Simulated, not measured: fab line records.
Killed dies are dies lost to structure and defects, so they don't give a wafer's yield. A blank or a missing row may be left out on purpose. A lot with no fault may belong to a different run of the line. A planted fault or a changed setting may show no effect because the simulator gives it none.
Which of the tools did it? | flow nandHarc | Sampling: 13 lots, 39 wafers, 5 of 1302 route steps

## WHAT THE GAUGES READ, wafer by wafer
NHARC_P_M0_INSPECT_11. Usual: rawDefectCount 4.4, standard deviation 2.6.
lot  | measured     | on               | rawDefectCount | flag
L988 | day 6 11:02  | defectInspect-02 | 4 4 2          | 
L989 | day 6 21:01  | defectInspect-02 | 6 7 8          | 
L990 | day 7 11:55  | defectInspect-02 | 8 5 6          | 
L991 | day 8 00:07  | defectInspect-01 | 8 4 4          | 
L993 | day 8 21:35  | defectInspect-02 | 3 2 6          | 
L995 | day 9 07:54  | defectInspect-02 | 1 7 1          | 
L996 | day 9 18:40  | defectInspect-01 | 4 5 3          | 
L999 | day 11 00:59 | defectInspect-01 | 7 5 4          | 
L100 | day 11 13:50 | defectInspect-02 | 8 7 10         | 
L101 | day 11 23:59 | defectInspect-01 | 8 5 4          | 
L102 | day 12 02:27 | defectInspect-02 | 1 6 2          | 
L104 | day 13 04:49 | defectInspect-02 | 5 6 10         | 
L110 | day 15 12:05 | defectInspect-02 | 3 4 3          | 

NHARC_P_M0_THK_MEAS_24: measures by xrf. Usual: thkNm 117.6 nm, standard deviation 1.5.
lot  | measured     | on           | thkNm (nm)        | flag
L988 | day 6 13:25  | filmMetro-02 | 116.3 115.9 116.8 | 
L989 | day 7 00:06  | filmMetro-01 | 115.0 116.0 114.8 | 
L990 | day 7 14:22  | filmMetro-02 | 115.0 114.3 116.1 | 
L991 | day 8 02:31  | filmMetro-02 | 118.3 119.0 120.1 | 
L993 | day 9 00:05  | filmMetro-02 | 118.6 118.8 117.7 | 
L995 | day 9 10:37  | filmMetro-02 | 117.2 116.1 119.0 | 
L996 | day 9 21:11  | filmMetro-01 | 119.3 117.4 117.4 | 
L999 | day 11 03:25 | filmMetro-01 | 117.8 116.6 118.5 | 
L100 | day 11 16:13 | filmMetro-02 | 117.2 115.1 118.5 | 
L101 | day 12 02:22 | filmMetro-01 | 114.5 118.2 116.4 | 
L102 | day 12 05:07 | filmMetro-02 | 119.6 117.3 120.9 | 
L104 | day 13 07:29 | filmMetro-01 | 118.7 117.9 120.0 | 
L110 | day 15 14:48 | filmMetro-02 | 117.6 117.7 117.0 | 

NHARC_END_SORT_01. Usual: defectLimitedYield 91.0 %, standard deviation 2.6; killedAtArray 57, standard deviation 17; killedAtOther 0.5, standard deviation 0.82; killedAtPeriphery 4.0, standard deviation 2.8; killedDies 61, standard deviation 18; killedOpen 2.9, standard deviation 2; killedShort 2.3, standard deviation 1.7.
lot  | measured     | on        | defectLimitedYield (%) | killedAtArray | killedAtOther | killedAtPeriphery | killedDies | killedOpen | killedShort | flag
L996 | day 28 11:33 | prober-01 | 93.5 90.0 91.6         | 39 62 55      | 1 0 0         | 4 6 2             | 44 68 57   | 4 2 2      | 1 3 2       | 

## EACH LOT AND THE TOOL THAT RAN IT (in order: tool; ch and the chambers of the sampled wafers; start)
lot  | NHARC_P_M0_ETCH_15                           | NHARC_P_M0_PVD_20
L988 | rieDiel-01 ch 2,3, day 6 12:10 or earlier    | pvdSputter-03, day 6 12:10
L989 | rieDiel-01 ch 0,2,3, day 6 22:43 or earlier  | pvdSputter-02, day 6 22:43
L990 | rieDiel-10 ch 0,1,2, day 7 13:04 or earlier  | pvdSputter-02, day 7 13:04
L991 | rieDiel-01 ch 0,1,3, day 8 01:12 or earlier  | pvdSputter-01, day 8 01:12
L993 | rieDiel-01 ch 0,2, day 8 21:56               | pvdSputter-03, day 8 22:48
L995 | rieDiel-10 ch 0,2,3, day 9 09:20 or earlier  | pvdSputter-02, day 9 09:20
L996 | rieDiel-10 ch 0,1,3, day 9 19:52 or earlier  | pvdSputter-01, day 9 19:52
L999 | rieDiel-01 ch 0,2, day 11 02:08 or earlier   | pvdSputter-03, day 11 02:08
L100 | rieDiel-01 ch 0,2,3, day 11 14:56 or earlier | pvdSputter-02, day 11 14:56
L101 | rieDiel-01 ch 0,1, day 12 01:08 or earlier   | pvdSputter-02, day 12 01:08
L102 | rieDiel-01 ch 1,2,3, day 12 03:34 or earlier | pvdSputter-01, day 12 03:34
L104 | rieDiel-01 ch 0,1,3, day 13 05:55 or earlier | pvdSputter-02, day 13 05:55
L110 | rieDiel-01 ch 1,2, day 15 13:15 or earlier   | pvdSputter-01, day 15 13:15
- NHARC_P_M0_ETCH_15: etches the open film in C4F8/Ar, target depth 150 nm, overetch 15 nm, time 82.5 s.
- NHARC_P_M0_PVD_20: deposits TaN, target thk 5 nm, time 8.06 s.

## AS READ BY THE TOOLS THEMSELVES (means over the sampled wafers that have a number; for cases with no such wafer, the mark the record gives instead)
NHARC_P_M0_ETCH_15. Usual: oesProductAu 0.960 a.u., standard deviation 0.019; rfVppV 439.9 V, standard deviation 1.6.
lot  | tool       | oesProductAu (a.u.) | rfVppV (V) | flag
L988 | rieDiel-01 | 0.981               | 440.7      | 
L989 | rieDiel-01 | 0.945               | 439.8      | 
L990 | rieDiel-10 | 0.953               | 439.7      | 
L991 | rieDiel-01 | 0.977               | 440.4      | 
L993 | rieDiel-01 | 0.962               | 439.0      | 
L995 | rieDiel-10 | 0.935               | 438.8      | 
L996 | rieDiel-10 | 0.932               | 439.9      | 
L999 | rieDiel-01 | 0.960               | 438.6      | 
L100 | rieDiel-01 | 0.971               | 439.5      | 
L101 | rieDiel-01 | 0.966               | 439.6      | 
L102 | rieDiel-01 | 0.962               | 440.0      | 
L104 | rieDiel-01 | 0.945               | 440.4      | 
L110 | rieDiel-01 | 0.972               | 439.6      | 

NHARC_P_M0_PVD_20. Usual: throttleValvePct 29.6 %, standard deviation 1.3.
lot  | tool          | throttleValvePct (%) | flag
L988 | pvdSputter-03 | 29.6                 | 
L989 | pvdSputter-02 | 28.5                 | 
L990 | pvdSputter-02 | 29.0                 | 
L991 | pvdSputter-01 | 31.2                 | 
L993 | pvdSputter-03 | 29.4                 | 
L995 | pvdSputter-02 | 29.1                 | 
L996 | pvdSputter-01 | 31.8                 | 
L999 | pvdSputter-03 | 29.6                 | 
L100 | pvdSputter-02 | 27.9                 | 
L101 | pvdSputter-02 | 28.3                 | 
L102 | pvdSputter-01 | 30.3                 | 
L104 | pvdSputter-02 | 28.7                 | 
L110 | pvdSputter-01 | 30.4                 | 

## THE ANSWER, worked out from the rows above alone
Rule: lot off if the mean of its wafers having a number is beyond 3 standard deviations from the usual mean. Also off: a lot with no number at a reading for which 4 or more lots have one. Where the step has rows for the other lots, those lots are counted as sound. The gauges are gone through in route order, then the tools' own readings, and for those a lot's mean is taken as printed above. The first step at which some lot is off is used, and at that step the reading that is off furthest; a lot without a number counts as furthest.
None of the lots is off at any reading shown; this tells nothing.

## WHAT THE SIMULATOR HAD INSERTED
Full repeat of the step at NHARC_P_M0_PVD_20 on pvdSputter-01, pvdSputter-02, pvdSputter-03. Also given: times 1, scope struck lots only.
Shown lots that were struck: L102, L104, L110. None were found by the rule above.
